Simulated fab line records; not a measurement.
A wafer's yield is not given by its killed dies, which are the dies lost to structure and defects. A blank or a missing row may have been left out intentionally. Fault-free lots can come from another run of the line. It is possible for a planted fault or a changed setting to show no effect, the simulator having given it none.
fab line records	flow n5_finfet
[record] lots = 24	wafers = 72	last_day = 18
route steps=1938 shown BEOL_M6@1227 BEOL_M7@1277
lots that met no fault: from a run of the same line without faults
start_h: the number of hours between the record's first day and the start of the first shown wafer of the lot	wait_h: how many hours have passed since the lot's step before this one	" same as the row above	L1.1+2: several wafers, shown together as one row	- no value, or no start was given	* or withheld: withheld	< > ~ a bound
route shown NAME@n: names a module that has steps shown in the file, with the first one's number in the route	usual: mean and standard deviation over wafers with no fault	same: alike in all rows	chamber/n: place in a boat	sites: readings site by site	_std_site: the values' standard deviation	_edge_site: mean of outer sites minus mean of inner sites	radius_mm: for every site, how far away it sits from the centre of the wafer	mask NAME#n: copy n	behind: the most recent tool/chamber to have shaped the wafer	hold: cause of the lot's hold/its duration in hours/its outcome	device: the n, p or np transistor that did not switch	end of line: the same wafers' tests at the end of the route	a step with no rows: only its recipe	killed: the dies lost at the first sort to structure and to defects; this is not the yield of the wafer	map: per-die view of a wafer (x killed, . not killed, _ where there is no die)
set.NAME: the setting as run; set.NAME@STEP: as run at that earlier step	model.NAME: the simulator's own value behind a step, which no gauge read
steps of the route over a sample of lots; a table a step, a row a wafer
services: the hour from which a tool's chamber was out of use, counted from the record's first day as start_h (under 0 if before that day), plus the number of hours and why
[[steps]]
[step N5_BEOL_M6_CD_MEAS_28]
[recipe] target_cd_nm = 40	landing_energy_ev = 500	detector = se_inlens
[usual] cd_nm = 39.99/0.22
lot.wafer	tool	chamber	start_h	wait_h	cd_nm
L074.2	cd_sem-03	0	184.43	-	39.89
L074.3	"	0	"	"	39.42
L074.4	"	0	"	"	40.05
L075.1	cd_sem-03	0	194.19	-	40.16
L075.2	"	0	"	"	39.96
L075.5	"	0	"	"	39.89
L076.2	cd_sem-01	0	205.32	-	39.91
L076.4	"	0	"	"	40.22
L076.5	"	0	"	"	39.93
L077.3	cd_sem-03	0	210.84	-	40.08
L077.5	"	0	"	"	39.77
L077.6	"	0	"	"	40.08
L078.1	cd_sem-01	0	212.69	-	39.89
L078.4	"	0	"	"	39.82
L078.5	"	0	"	"	39.91
L079.1	cd_sem-01	0	225.43	-	39.54
L079.3	"	0	"	"	39.89
L079.5	"	0	"	"	39.88
L080.2	cd_sem-01	0	228.42	-	39.79
L080.5	"	0	"	"	40.23
L080.6	"	0	"	"	40.08
L081.1	cd_sem-01	0	232.28	-	40.06
L081.2	"	0	"	"	39.92
L081.3	"	0	"	"	40.57
L084.1	cd_sem-01	0	237.34	-	39.63
L084.3	"	0	"	"	40.23
L084.6	"	0	"	"	39.74
L082.1	cd_sem-02	0	241.71	-	39.49
L082.3	"	0	"	"	39.92
L082.5	"	0	"	"	39.97
L083.2	cd_sem-01	0	251.51	-	40.20
L083.5	"	0	"	"	39.78
L083.6	"	0	"	"	39.60
L085.2	cd_sem-02	0	258.54	-	39.88
L085.5	"	0	"	"	39.94
L085.6	"	0	"	"	39.84
L086.3	cd_sem-01	0	258.59	-	39.92
L086.4	"	0	"	"	40.06
L086.5	"	0	"	"	39.91
L087.1	cd_sem-03	0	273.82	-	40.58
L087.4	"	0	"	"	40.11
L087.5	"	0	"	"	39.63
L088.2	cd_sem-03	0	276.80	-	40.10
L088.3	"	0	"	"	39.76
L088.5	"	0	"	"	39.90
L090.1	cd_sem-03	0	278.64	-	40.00
L090.2	"	0	"	"	39.86
L090.3	"	0	"	"	40.31
L089.1	cd_sem-02	0	278.97	-	40.32
L089.2	"	0	"	"	40.29
L089.4	"	0	"	"	39.70
L091.3	cd_sem-03	0	287.98	-	40.38
L091.4	"	0	"	"	39.89
L091.6	"	0	"	"	40.03
L092.4	cd_sem-02	0	296.85	-	39.77
L092.5	"	0	"	"	39.63
L092.6	"	0	"	"	39.93
L095.1	cd_sem-02	0	303.06	-	40.02
L095.2	"	0	"	"	39.87
L095.3	"	0	"	"	40.00
L093.1	cd_sem-02	0	306.04	-	39.81
L093.4	"	0	"	"	39.81
L093.6	"	0	"	"	39.64
L094.1	cd_sem-02	0	314.23	-	39.81
L094.2	"	0	"	"	39.98
L094.3	"	0	"	"	40.15
L096.1	cd_sem-03	0	317.57	-	40.58
L096.3	"	0	"	"	40.00
L096.4	"	0	"	"	40.10
L097.1	cd_sem-01	0	325.13	-	40.50
L097.3	"	0	"	"	40.14
L097.6	"	0	"	"	40.17
[step N5_BEOL_M6_INSPECT_30]
[recipe] mode = adi	inspect_instrument = brightfield
[usual] raw_defect_count = 444/130
lot.wafer	tool	chamber	start_h	wait_h	raw_defect_count
L074.2	defect_inspect-01	-	184.51	0.0	432
L074.3	"	-	"	"	518
L074.4	"	-	"	"	591
L075.1	defect_inspect-02	-	194.28	0.1	289
L075.2	"	-	"	"	400
L075.5	"	-	"	"	360
L076.2	defect_inspect-01	-	205.40	0.0	561
L076.4	"	-	"	"	423
L076.5	"	-	"	"	388
L077.3	defect_inspect-01	-	210.93	0.0	426
L077.5	"	-	"	"	711
L077.6	"	-	"	"	419
L078.1	defect_inspect-01	-	212.78	0.1	636
L078.4	"	-	"	"	540
L078.5	"	-	"	"	706
L079.1	defect_inspect-02	-	225.52	0.1	295
L079.3	"	-	"	"	257
L079.5	"	-	"	"	384
L080.2	defect_inspect-02	-	228.50	0.0	424
L080.5	"	-	"	"	401
L080.6	"	-	"	"	350
L081.1	defect_inspect-02	-	232.37	0.1	336
L081.2	"	-	"	"	388
L081.3	"	-	"	"	410
L084.1	defect_inspect-02	-	237.43	0.1	427
L084.3	"	-	"	"	548
L084.6	"	-	"	"	386
L082.1	defect_inspect-02	-	241.80	0.1	603
L082.3	"	-	"	"	632
L082.5	"	-	"	"	861
L083.2	defect_inspect-02	-	251.60	0.0	399
L083.5	"	-	"	"	463
L083.6	"	-	"	"	379
L085.2	defect_inspect-02	-	258.88	0.3	457
L085.5	"	-	"	"	681
L085.6	"	-	"	"	574
L086.3	defect_inspect-02	-	258.89	0.3	434
L086.4	"	-	"	"	732
L086.5	"	-	"	"	517
L087.1	defect_inspect-01	-	273.91	0.1	342
L087.4	"	-	"	"	309
L087.5	"	-	"	"	399
L088.2	defect_inspect-01	-	276.89	0.0	305
L088.3	"	-	"	"	387
L088.5	"	-	"	"	346
L090.1	defect_inspect-02	-	278.73	0.1	319
L090.2	"	-	"	"	426
L090.3	"	-	"	"	311
L089.1	defect_inspect-02	-	279.06	0.1	370
L089.2	"	-	"	"	428
L089.4	"	-	"	"	418
L091.3	defect_inspect-02	-	288.06	0.0	362
L091.4	"	-	"	"	366
L091.6	"	-	"	"	444
L092.4	defect_inspect-02	-	296.93	0.0	380
L092.5	"	-	"	"	351
L092.6	"	-	"	"	253
L095.1	defect_inspect-01	-	303.15	0.1	607
L095.2	"	-	"	"	466
L095.3	"	-	"	"	512
L093.1	defect_inspect-01	-	306.13	0.1	282
L093.4	"	-	"	"	295
L093.6	"	-	"	"	335
L094.1	defect_inspect-02	-	314.31	0.1	401
L094.2	"	-	"	"	320
L094.3	"	-	"	"	254
L096.1	defect_inspect-02	-	317.66	0.1	456
L096.3	"	-	"	"	605
L096.4	"	-	"	"	636
L097.1	defect_inspect-02	-	325.22	0.1	337
L097.3	"	-	"	"	341
L097.6	"	-	"	"	369
[step N5_BEOL_M6_ANNEAL_51]
[recipe] temp_c = 225	time_s = 90	ambient = N2
[usual] wafer_temp_C_max = 225.61/0.23
lot.wafer	tool	chamber	start_h	wait_h	wafer_temp_C_max
L074.2	rtp_anneal-01	0	188.52	0.2	225.73
L074.3	"	0	"	"	225.72
L074.4	"	0	"	"	225.37
L075.1	rtp_anneal-02	0	198.52	0.1	225.82
L075.2	"	0	"	"	225.67
L075.5	"	0	"	"	225.83
L076.2	rtp_anneal-02	0	207.88	0.2	225.61
L076.4	"	0	"	"	225.47
L076.5	"	0	"	"	225.76
L077.3	rtp_anneal-02	0	213.80	0.9	225.53
L077.5	"	0	"	"	225.47
L077.6	"	0	"	"	225.67
L078.1	rtp_anneal-02	0	215.93	0.3	225.64
L078.4	"	0	"	"	225.99
L078.5	"	0	"	"	225.90
L079.1	rtp_anneal-01	0	227.41	0.2	225.18
L079.3	"	0	"	"	225.19
L079.5	"	0	"	"	225.57
L080.2	rtp_anneal-01	0	231.61	0.9	225.35
L080.5	"	0	"	"	225.43
L080.6	"	0	"	"	225.44
L081.1	rtp_anneal-02	0	234.85	0.1	225.95
L081.2	"	0	"	"	225.93
L081.3	"	0	"	"	226.06
L084.1	rtp_anneal-01	0	239.78	0.2	225.49
L084.3	"	0	"	"	225.34
L084.6	"	0	"	"	225.33
L082.1	rtp_anneal-02	0	244.96	0.1	225.80
L082.3	"	0	"	"	226.18
L082.5	"	0	"	"	226.05
L083.2	rtp_anneal-01	0	254.36	0.2	225.69
L083.5	"	0	"	"	225.85
L083.6	"	0	"	"	225.72
L085.2	rtp_anneal-01	0	263.00	0.2	225.35
L085.5	"	0	"	"	225.61
L085.6	"	0	"	"	225.47
L086.3	rtp_anneal-02	0	263.27	0.3	225.54
L086.4	"	0	"	"	225.65
L086.5	"	0	"	"	225.54
L087.1	rtp_anneal-01	0	277.36	0.1	225.80
L087.4	"	0	"	"	225.34
L087.5	"	0	"	"	225.39
L088.2	rtp_anneal-02	0	279.03	0.1	225.60
L088.3	"	0	"	"	225.27
L088.5	"	0	"	"	225.46
L090.1	rtp_anneal-02	0	282.56	0.1	225.80
L090.2	"	0	"	"	225.45
L090.3	"	0	"	"	225.71
L089.1	rtp_anneal-01	0	282.99	0.4	225.29
L089.2	"	0	"	"	225.68
L089.4	"	0	"	"	225.63
L091.3	rtp_anneal-02	0	292.01	1.3	225.78
L091.4	"	0	"	"	225.57
L091.6	"	0	"	"	225.37
L092.4	rtp_anneal-01	0	300.65	0.2	225.44
L092.5	"	0	"	"	225.70
L092.6	"	0	"	"	225.62
L095.1	rtp_anneal-01	0	305.31	0.1	225.59
L095.2	"	0	"	"	225.91
L095.3	"	0	"	"	225.15
L093.1	rtp_anneal-02	0	308.36	0.1	226.21
L093.4	"	0	"	"	225.78
L093.6	"	0	"	"	225.77
L094.1	rtp_anneal-02	0	316.78	0.5	225.56
L094.2	"	0	"	"	225.94
L094.3	"	0	"	"	225.61
L096.1	rtp_anneal-01	0	320.06	0.2	225.46
L096.3	"	0	"	"	225.67
L096.4	"	0	"	"	225.71
L097.1	rtp_anneal-02	0	327.42	0.3	225.22
L097.3	"	0	"	"	225.71
L097.6	"	0	"	"	225.40
[step N5_BEOL_M7_OVL_MEAS_12]
[recipe] points_per_wafer = 44
[usual] M7_OVL = 0.3/0.63
lot.wafer	tool	chamber	start_h	wait_h	M7_OVL[nm]
L074.2	overlay-02	0	190.65	0.0	0.2
L074.3	"	0	"	"	0.8
L074.4	"	0	"	"	-0.1
L075.1	overlay-01	0	201.46	0.0	0.4
L075.2	"	0	"	"	-0.1
L075.5	"	0	"	"	0.3
L076.2	overlay-01	0	211.30	0.0	1.2
L076.4	"	0	"	"	1.2
L076.5	"	0	"	"	0.1
L077.3	overlay-02	0	215.75	0.0	1.5
L077.5	"	0	"	"	0.0
L077.6	"	0	"	"	1.6
L078.1	overlay-01	0	219.33	0.0	1.4
L078.4	"	0	"	"	1.1
L078.5	"	0	"	"	0.3
L079.1	overlay-01	0	229.94	0.0	1.0
L079.3	"	0	"	"	0.5
L079.5	"	0	"	"	0.5
L080.2	overlay-01	0	234.27	0.0	0.3
L080.5	"	0	"	"	0.4
L080.6	"	0	"	"	0.2
L081.1	overlay-01	0	238.39	0.0	0.4
L081.2	"	0	"	"	0.3
L081.3	"	0	"	"	0.1
L084.1	overlay-01	0	242.55	0.0	-0.2
L084.3	"	0	"	"	1.0
L084.6	"	0	"	"	0.5
L082.1	overlay-01	0	247.33	0.0	1.0
L082.3	"	0	"	"	0.5
L082.5	"	0	"	"	1.1
L083.2	overlay-02	0	257.02	0.0	-0.3
L083.5	"	0	"	"	0.0
L083.6	"	0	"	"	0.2
L085.2	overlay-02	0	266.15	0.0	0.5
L085.5	"	0	"	"	1.1
L085.6	"	0	"	"	0.1
L086.3	overlay-02	0	266.35	0.0	-0.1
L086.4	"	0	"	"	0.9
L086.5	"	0	"	"	0.7
L087.1	overlay-02	0	279.79	0.0	-1.1
L087.4	"	0	"	"	-0.2
L087.5	"	0	"	"	0.1
L088.2	overlay-02	0	282.93	0.0	0.4
L088.3	"	0	"	"	0.6
L088.5	"	0	"	"	0.1
L090.1	overlay-01	0	288.64	0.0	0.5
L090.2	"	0	"	"	0.5
L090.3	"	0	"	"	0.8
L089.1	overlay-02	0	288.74	0.0	0.2
L089.2	"	0	"	"	0.0
L089.4	"	0	"	"	-0.1
L091.3	overlay-02	0	294.72	0.0	0.0
L091.4	"	0	"	"	0.2
L091.6	"	0	"	"	0.4
L092.4	overlay-01	0	302.57	0.0	0.0
L092.5	"	0	"	"	-0.3
L092.6	"	0	"	"	-1.7
L095.1	overlay-02	0	308.02	0.0	-0.7
L095.2	"	0	"	"	0.6
L095.3	"	0	"	"	-0.5
L093.1	overlay-01	0	311.69	0.0	1.2
L093.4	"	0	"	"	1.4
L093.6	"	0	"	"	0.4
L094.1	overlay-02	0	319.34	0.0	-0.9
L094.2	"	0	"	"	-0.3
L094.3	"	0	"	"	-0.1
L096.1	overlay-02	0	322.11	0.0	-0.3
L096.3	"	0	"	"	0.3
L096.4	"	0	"	"	-0.5
L097.1	overlay-02	0	329.68	0.0	1.1
L097.3	"	0	"	"	1.7
L097.6	"	0	"	"	1.0
[step N5_BEOL_M7_INSPECT_13]
[recipe] mode = adi	inspect_instrument = brightfield
[usual] raw_defect_count = 434/93
lot.wafer	tool	chamber	start_h	wait_h	raw_defect_count
L074.2	defect_inspect-01	-	190.68	0.0	435
L074.3	"	-	"	"	398
L074.4	"	-	"	"	594
L075.1	defect_inspect-02	-	201.48	0.0	325
L075.2	"	-	"	"	466
L075.5	"	-	"	"	402
L076.2	defect_inspect-02	-	211.32	0.0	537
L076.4	"	-	"	"	403
L076.5	"	-	"	"	477
L077.3	defect_inspect-02	-	215.78	0.0	464
L077.5	"	-	"	"	390
L077.6	"	-	"	"	323
L078.1	defect_inspect-01	-	219.36	0.0	469
L078.4	"	-	"	"	468
L078.5	"	-	"	"	436
L079.1	defect_inspect-02	-	229.97	0.0	506
L079.3	"	-	"	"	385
L079.5	"	-	"	"	320
L080.2	defect_inspect-01	-	234.29	0.0	616
L080.5	"	-	"	"	476
L080.6	"	-	"	"	434
L081.1	defect_inspect-02	-	238.41	0.0	639
L081.2	"	-	"	"	422
L081.3	"	-	"	"	355
L084.1	defect_inspect-01	-	242.58	0.0	428
L084.3	"	-	"	"	340
L084.6	"	-	"	"	389
L082.1	defect_inspect-02	-	247.35	0.0	417
L082.3	"	-	"	"	439
L082.5	"	-	"	"	417
L083.2	defect_inspect-02	-	257.05	0.0	364
L083.5	"	-	"	"	305
L083.6	"	-	"	"	552
L085.2	defect_inspect-01	-	266.18	0.0	411
L085.5	"	-	"	"	643
L085.6	"	-	"	"	439
L086.3	defect_inspect-01	-	266.38	0.0	361
L086.4	"	-	"	"	308
L086.5	"	-	"	"	393
L087.1	defect_inspect-01	-	279.82	0.0	380
L087.4	"	-	"	"	285
L087.5	"	-	"	"	438
L088.2	defect_inspect-02	-	282.95	0.0	467
L088.3	"	-	"	"	450
L088.5	"	-	"	"	635
L090.1	defect_inspect-01	-	288.66	0.0	518
L090.2	"	-	"	"	499
L090.3	"	-	"	"	542
L089.1	defect_inspect-02	-	288.76	0.0	338
L089.2	"	-	"	"	463
L089.4	"	-	"	"	426
L091.3	defect_inspect-02	-	294.74	0.0	332
L091.4	"	-	"	"	377
L091.6	"	-	"	"	640
L092.4	defect_inspect-01	-	302.60	0.0	391
L092.5	"	-	"	"	422
L092.6	"	-	"	"	405
L095.1	defect_inspect-02	-	308.04	0.0	444
L095.2	"	-	"	"	498
L095.3	"	-	"	"	457
L093.1	defect_inspect-01	-	311.71	0.0	288
L093.4	"	-	"	"	385
L093.6	"	-	"	"	375
L094.1	defect_inspect-01	-	319.36	0.0	581
L094.2	"	-	"	"	468
L094.3	"	-	"	"	546
L096.1	defect_inspect-02	-	322.13	0.0	430
L096.3	"	-	"	"	458
L096.4	"	-	"	"	481
L097.1	defect_inspect-01	-	329.70	0.0	298
L097.3	"	-	"	"	370
L097.6	"	-	"	"	344
[step N5_BEOL_M7_ETCH_72]
[recipe] chemistry = N2/H2	target = underlayer	target_depth_a = 65	mask_material = CAR-EUV	time_s = 5.2	ion_energy_ev = 200	pressure_mtorr = 30	source_w = 840	bias_w = 150	n2_flow_sccm = 200	h2_flow_sccm = 200	ends = cleared
[usual] drypump_motor_current_A = 5.7/0.46	etch_rf_on_time_s = 5.19/0.097	oes_product_au = 0.68/0.061	rf_vpp_V = 524/3.2	showerhead_plenum_p_Torr = 2.55/0.1	throttle_valve_pct = 17.88/0.23
lot.wafer	tool	chamber	start_h	wait_h	drypump_motor_current_A	etch_rf_on_time_s	oes_product_au	rf_hours_counter_h	rf_vpp_V	showerhead_plenum_p_Torr	throttle_valve_pct
L074.2	rie_diel-05	2	193.05	0.0	5.4	5.19	0.73	73	529	2.69	17.89
L074.3	"	0	"	"	6.3	5.11	0.74	53	524	2.48	18.14
L074.4	"	1	"	"	5.3	5.01	0.74	59	526	2.69	17.65
L075.1	rie_diel-04	0	205.30	0.0	6.3	5.35	0.61	182	521	2.53	17.76
L075.2	"	2	"	"	4.8	5.27	0.61	188	527	2.64	17.68
L075.5	"	1	"	"	5.4	5.04	0.73	-	524	2.47	18.20
L076.2	rie_diel-04	1	212.47	0.0	5.4	5.06	0.73	59	520	2.47	18.20
L076.4	"	2	"	"	4.7	5.21	0.61	190	526	2.64	17.71
L076.5	"	1	"	"	5.4	5.04	0.72	-	523	2.47	18.21
L077.3	rie_diel-05	1	218.15	0.0	5.3	5.08	0.72	66	526	2.69	17.65
L077.5	"	1	"	"	5.3	5.07	0.74	-	528	2.69	17.66
L077.6	"	0	"	"	6.3	5.08	0.72	-	523	2.48	18.15
L078.1	rie_diel-05	2	222.33	0.0	5.4	5.18	0.73	82	529	2.68	17.89
L078.4	"	0	"	"	6.3	5.08	0.73	61	522	2.48	18.14
L078.5	"	3	"	"	5.3	5.34	0.58	-	523	2.50	17.79
L079.1	rie_diel-03	0	231.00	0.0	5.4	5.29	0.63	166	522	2.54	17.99
L079.3	"	3	"	"	6.1	5.15	0.77	30	528	2.71	18.02
L079.5	"	2	"	"	6.2	5.29	0.70	-	524	2.57	17.59
L080.2	rie_diel-05	3	237.29	0.0	5.4	5.30	0.59	248	522	2.50	17.80
L080.5	"	2	"	"	5.4	5.14	0.70	-	529	2.68	17.88
L080.6	"	1	"	"	5.4	5.06	0.72	-	527	2.69	17.67
L081.1	rie_diel-04	3	242.02	0.0	6.0	5.10	0.62	176	518	2.42	17.86
L081.2	"	1	"	"	5.3	5.15	0.70	69	520	2.47	18.26
L081.3	"	0	"	"	6.3	5.36	0.62	194	525	2.53	17.76
L084.1	rie_diel-04	3	244.40	0.0	6.0	5.20	0.63	177	521	2.42	17.89
L084.3	"	1	"	"	5.4	5.14	0.70	70	522	2.47	18.25
L084.6	"	3	"	"	6.0	5.17	0.62	-	520	2.43	17.85
L082.1	rie_diel-04	3	248.56	0.0	6.0	5.10	0.62	178	519	2.43	17.86
L082.3	"	0	"	"	6.3	5.32	0.61	197	523	2.52	17.76
L082.5	"	2	"	"	4.8	5.15	0.61	-	527	2.63	17.72
L083.2	rie_diel-04	0	258.54	0.0	6.3	5.37	0.61	199	524	2.52	17.76
L083.5	"	0	"	"	6.2	5.38	0.62	-	524	2.52	17.78
L083.6	"	1	"	"	5.3	5.12	0.69	-	522	2.46	18.25
L086.3	rie_diel-03	2	267.44	0.0	6.2	5.37	0.68	96	526	2.57	17.62
L086.4	"	3	"	"	6.1	5.21	0.75	41	531	2.70	18.04
L086.5	"	0	"	"	5.4	5.30	0.63	-	524	2.53	18.00
L085.2	rie_diel-03	1	267.84	0.0	6.0	5.17	0.60	216	520	2.40	17.89
L085.5	"	3	"	"	6.1	5.21	0.75	-	530	2.70	18.04
L085.6	"	0	"	"	5.4	5.32	0.62	-	521	2.53	17.98
L087.1	rie_diel-03	1	281.78	0.0	6.0	5.20	0.60	220	520	2.40	17.85
L087.4	"	1	"	"	6.0	5.20	0.60	-	522	2.40	17.89
L087.5	"	3	"	"	6.1	5.20	0.74	-	528	2.70	18.04
L088.2	rie_diel-05	2	284.85	0.0	5.4	5.22	0.70	104	527	2.67	17.91
L088.3	"	1	"	"	5.3	5.10	0.71	89	527	2.68	17.68
L088.5	"	1	"	"	5.3	5.12	0.72	-	530	2.68	17.66
L090.1	rie_diel-05	1	289.97	0.0	5.3	5.04	0.71	90	529	2.68	17.68
L090.2	"	2	"	"	5.4	5.28	0.69	105	527	2.67	17.93
L090.3	"	0	"	"	6.3	5.13	0.71	85	520	2.47	18.20
L089.1	rie_diel-03	3	290.13	0.0	6.0	5.17	0.75	49	529	2.70	18.07
L089.2	"	0	"	"	5.4	5.19	0.63	180	526	2.53	17.99
L089.4	"	1	"	"	5.9	5.21	0.61	223	519	2.40	17.88
L091.3	rie_diel-04	0	297.00	0.0	6.3	5.40	0.59	211	522	2.52	17.81
L091.4	"	0	"	"	6.2	5.54	0.59	-	522	2.52	17.78
L091.6	"	3	"	"	6.0	5.20	0.61	-	523	2.42	17.89
L092.4	rie_diel-05	3	303.87	0.0	5.3	5.26	0.80	11	523	2.49	17.42
L092.5	"	0	"	"	6.3	5.11	0.69	-	520	2.47	18.21
L092.6	"	3	"	"	5.3	5.25	0.80	-	521	2.50	17.38
L095.1	rie_diel-03	1	311.43	0.0	6.0	5.21	0.59	231	519	2.39	17.90
L095.2	"	0	"	"	5.4	5.24	0.62	190	525	2.53	18.01
L095.3	"	3	"	"	6.1	5.12	0.75	58	529	2.70	18.06
L093.1	rie_diel-05	1	315.45	0.0	5.3	5.07	0.70	101	527	2.67	17.71
L093.4	"	0	"	"	6.3	5.15	0.68	96	522	2.46	18.23
L093.6	"	2	"	"	5.4	5.25	0.68	-	530	2.67	17.94
L094.1	rie_diel-03	2	321.64	0.0	6.2	5.26	0.67	111	522	2.56	17.64
L094.2	"	1	"	"	6.0	5.21	0.60	238	520	2.39	17.92
L094.3	"	3	"	"	6.1	5.15	0.73	64	528	2.69	18.08
L096.1	rie_diel-05	3	325.79	0.0	5.3	5.25	0.77	21	524	2.49	17.40
L096.3	"	0	"	"	6.3	5.06	0.70	100	523	2.46	18.21
L096.4	"	2	"	"	5.4	5.17	0.68	120	527	2.66	17.94
L097.1	rie_diel-05	3	331.78	0.0	5.3	5.20	0.77	24	522	2.49	17.43
L097.3	"	1	"	"	5.3	5.02	0.69	109	528	2.67	17.70
L097.6	"	2	"	"	5.5	5.14	0.68	-	528	2.66	17.98
[[services]]
tool	chamber	start_h	hours	kind
rie_diel-03	2	166.17	6.7	repair
rie_diel-04	3	193.36	5.3	repair
rie_diel-04	3	210.71	1.6	repair
rie_diel-05	3	242.10	-	clean
rie_diel-05	3	242.10	-	consumable_replace:focus_ring
rie_diel-05	3	242.10	27.1	scheduled_down
rie_diel-05	3	242.10	27.1	vent_cycle
rie_diel-05	1	245.40	1.7	repair
rie_diel-04	2	270.32	2.7	repair
rie_diel-04	2	293.38	3.7	repair
[[key]]
fault none
